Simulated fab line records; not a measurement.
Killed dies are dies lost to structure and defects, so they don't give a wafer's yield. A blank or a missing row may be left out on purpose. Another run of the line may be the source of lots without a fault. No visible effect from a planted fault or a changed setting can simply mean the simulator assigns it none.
Which of the tools did it? | flow nand harc | Sampling: 14 lots, 42 wafers, 6 of 1302 route steps

## WHAT THE GAUGES SHOWED, per wafer
NHARC_A_ONON_D1_THK_MEAS_02: measures by ellipsometry.
lot  | measured     | on            | thk nm (nm)
L938 | day 8 23:30  | film metro-01 | 996 998 994
L940 | day 9 08:46  | film metro-02 | 1017 1016 1016
L941 | day 10 04:46 | film metro-01 | 993 992 993
L942 | day 10 14:52 | film metro-01 | 998 998 997
L943 | day 10 23:39 | film metro-02 | 990 991 991
L944 | day 11 07:23 | film metro-02 | 985 986 984
L945 | day 11 18:48 | film metro-01 | 1017 1015 1016
L946 | day 12 04:37 | film metro-01 | 985 985 986
L947 | day 12 17:57 | film metro-01 | 995 997 997
L948 | day 12 18:00 | film metro-02 | 1006 1006 1005
L950 | day 13 14:56 | film metro-02 | 1009 1011 1011
L952 | day 14 04:18 | film metro-01 | 1003 1003 1003
L953 | day 14 23:46 | film metro-02 | 1219 1011 1009
L954 | day 15 08:56 | film metro-01 | 1222 1012 1011

NHARC_A_ONON_D1_THK_MEAS_18: measures by ellipsometry.
lot  | measured     | on            | thk nm (nm)
L938 | day 9 09:35  | film metro-01 | 1003 1001 1004
L940 | day 9 20:53  | film metro-01 | 995 995 997
L941 | day 10 18:49 | film metro-02 | 1000 1000 999
L942 | day 11 00:56 | film metro-01 | 1001 999 1000
L943 | day 11 10:00 | film metro-01 | 998 996 996
L944 | day 11 17:26 | film metro-02 | 1010 1010 1013
L945 | day 12 05:08 | film metro-02 | 1002 1002 1002
L946 | day 12 14:42 | film metro-01 | 1003 1002 1003
L947 | day 13 05:43 | film metro-01 | 987 987 987
L948 | day 13 05:43 | film metro-02 | 1007 1008 1009
L950 | day 14 02:41 | film metro-02 | 996 996 996
L952 | day 14 17:34 | film metro-02 | 1023 1024 1025
L953 | day 15 10:40 | film metro-02 | 993 992 993
L954 | day 15 21:01 | film metro-01 | 1006 1008 1007

NHARC_END_SORT_01.
lot  | measured     | on        | killed at array | killed at other | killed at periphery | killed dies | killed open | killed short
L952 | day 30 17:56 | prober-01 | 66 62 54        | 0 0 0           | 1 3 0               | 67 65 54    | 4 5 1       | 3 3 1

## EACH LOT AND THE TOOL THAT RAN IT (in order: tool; ch and the chambers of the sampled wafers; start)
lot  | NHARC_P_BONDPAD_DEGAS_25     | NHARC_P_BONDPAD_PVD_27                  | NHARC_A_ONON_D1_DEP_00
L938 | pvd sputter-02, day 7 18:31  | pvd sputter-02, day 8 23:03 or earlier  | pecvd onon-04 ch 0, day 8 23:03
L940 | pvd sputter-01, day 8 06:56  | pvd sputter-01, day 9 08:19 or earlier  | pecvd onon-04 ch 0, day 9 08:19
L941 | pvd sputter-01, day 9 02:08  | pvd sputter-01, day 10 04:16 or earlier | pecvd onon-04 ch 0, day 10 04:16
L942 | pvd sputter-02, day 9 13:11  | pvd sputter-02, day 10 14:32 or earlier | pecvd onon-04 ch 0, day 10 14:32
L943 | pvd sputter-03, day 9 20:16  | pvd sputter-03, day 10 23:08 or earlier | pecvd onon-04 ch 0, day 10 23:08
L944 | pvd sputter-02, day 10 02:40 | pvd sputter-02, day 11 06:52 or earlier | pecvd onon-04 ch 0, day 11 06:52
L945 | pvd sputter-03, day 10 16:22 | pvd sputter-03, day 11 18:17 or earlier | pecvd onon-04 ch 0, day 11 18:17
L946 | pvd sputter-02, day 11 01:25 | pvd sputter-02, day 12 04:07 or earlier | pecvd onon-04 ch 0, day 12 04:07
L947 | pvd sputter-02, day 11 15:27 | pvd sputter-02, day 12 17:26 or earlier | pecvd onon-03 ch 0, day 12 17:26
L948 | pvd sputter-01, day 11 15:53 | pvd sputter-01, day 12 17:29 or earlier | pecvd onon-04 ch 0, day 12 17:29
L950 | pvd sputter-02, day 12 14:09 | pvd sputter-02, day 13 14:26 or earlier | pecvd onon-01 ch 0, day 13 14:26
L952 | pvd sputter-01, day 13 04:22 | pvd sputter-01, day 14 03:54 or earlier | pecvd onon-01 ch 0, day 14 03:54
L953 | pvd sputter-03, day 13 20:53 | pvd sputter-03, day 14 23:13 or earlier | pecvd onon-04 ch 0, day 14 23:13
L954 | pvd sputter-01, day 14 06:59 | pvd sputter-01, day 15 08:29 or earlier | pecvd onon-04 ch 0, day 15 08:29
- NHARC_P_BONDPAD_DEGAS_25: time 60 s.
- NHARC_P_BONDPAD_PVD_27: deposits Cu, target thk 30 nm, time 20.49 s.
- NHARC_A_ONON_D1_DEP_00: target thk 1000 nm.

## AS READ BY THE TOOLS THEMSELVES (means over the sampled wafers that have a number; for cases with no such wafer, the mark the record gives instead)
NHARC_P_BONDPAD_DEGAS_25.
lot  | tool           | heater power w (W)
L938 | pvd sputter-02 | 487
L940 | pvd sputter-01 | 503
L941 | pvd sputter-01 | 489
L942 | pvd sputter-02 | 455
L943 | pvd sputter-03 | 459
L944 | pvd sputter-02 | 481
L945 | pvd sputter-03 | 476
L946 | pvd sputter-02 | 459
L947 | pvd sputter-02 | 458
L948 | pvd sputter-01 | 505
L950 | pvd sputter-02 | 453
L952 | pvd sputter-01 | 488
L953 | pvd sputter-03 | 450
L954 | pvd sputter-01 | 512

NHARC_P_BONDPAD_PVD_27.
lot  | tool           | throttle valve pct (%)
L938 | pvd sputter-02 | 31.0
L940 | pvd sputter-01 | 31.4
L941 | pvd sputter-01 | 30.6
L942 | pvd sputter-02 | 30.6
L943 | pvd sputter-03 | 29.8
L944 | pvd sputter-02 | 30.8
L945 | pvd sputter-03 | 29.2
L946 | pvd sputter-02 | 30.8
L947 | pvd sputter-02 | 30.8
L948 | pvd sputter-01 | 29.5
L950 | pvd sputter-02 | 30.7
L952 | pvd sputter-01 | 30.6
L953 | pvd sputter-03 | 29.1
L954 | pvd sputter-01 | 29.2

## THE ANSWER, worked out from the rows above alone
Rule: the usual values come from the lots themselves. The widest of any qualifying gaps counts: lots, ordered by their means at a reading, are off when they make up no more than a third of the lots, leave a main group of 4 or more, and stand apart from it by 3 or more times the standard deviation of that group's means. A main group whose means are all the same, to the digits that the tables above print for the reading, isn't used. Also off: a lot with no number at a reading for which 4 or more lots have one. Where the step has rows for the other lots, those lots are counted as sound. First the gauges in route order, then the tools' own readings, where a lot's mean is used as printed above. The first step at which some lot is off is used, and at that step the reading that is off furthest; a lot without a number counts as furthest.
Off: L953, L954, at NHARC_A_ONON_D1_THK_MEAS_02 (thk nm). Mean 1000 nm and standard deviation 10 in the main group.
A tool fits if, at a process step before that reading, it ran every lot that is off, and no sound lot after the first of them. The gauges at NHARC_A_ONON_D1_THK_MEAS_02 are tried like those tools. With no start given for some of its lots, NHARC_P_BONDPAD_PVD_27 uses the hours and lot order of NHARC_A_ONON_D1_DEP_00. One candidate fits, namely pecvd onon-04 at NHARC_A_ONON_D1_DEP_00. A fault onset in the window from L948 (day 12 17:29, its last sound lot) to L953 (day 14 23:13, its first lot off) fits.

## WHAT THE SIMULATOR PUT IN
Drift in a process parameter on pecvd onon-04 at NHARC_A_ONON_D1_DEP_00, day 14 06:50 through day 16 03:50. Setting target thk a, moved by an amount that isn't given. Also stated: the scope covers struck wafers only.
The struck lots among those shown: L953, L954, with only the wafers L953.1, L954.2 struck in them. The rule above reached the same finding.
